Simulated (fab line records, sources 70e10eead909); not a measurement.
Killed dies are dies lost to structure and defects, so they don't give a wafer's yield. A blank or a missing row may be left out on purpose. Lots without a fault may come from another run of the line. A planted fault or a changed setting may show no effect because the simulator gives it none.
Chamber matching | flow nand_harc | NHARC_A_STAIRCASE_ALD_420 on ald_hk-01: 4 sister chambers
The step deposits SiO2, target thk 20 nm, pulse time 6 s, ald cycles 200. 4 wafers are shown with their chamber, then 7 later ones without.

WAFERS WITH THEIR CHAMBER
wafer  | chamber | heater_power_w (W)
L884.3 | 1       | 468
L884.6 | 2       | 518
L885.1 | 3       | 442
L885.3 | 0       | 398

WAFERS WITHOUT THEIR CHAMBER
wafer  | heater_power_w (W)
L885.6 | 514
L887.1 | 438
L887.4 | 519
L887.6 | 476
L889.1 | 402
L889.3 | 524
L889.4 | 439

WHICH CHAMBER EACH WENT THROUGH
wafer  | from the rows above | in truth
L885.6 | 2                   | 2
L887.1 | 3                   | 3
L887.4 | 2                   | 2
L887.6 | 1                   | 1
L889.1 | 0                   | 0
L889.3 | 2                   | 2
L889.4 | 3                   | 3
Placed correctly: 7 of 7. Can't be placed from these rows: 0. Placed wrongly: 0.
How it was worked out, from the rows above alone: a wafer's distance from a chamber is the root of the sum, over the readings, of the square of ((its reading less the chamber's mean) divided by the reading's scatter). The wafer belongs to the nearest chamber; if the next one is less than 2 further off, it can't be placed. A chamber's mean is the mean of its shown wafers. The scatter: with one shown wafer a chamber, the root of the mean of the squares of how far each hidden wafer lies from its nearest shown one.
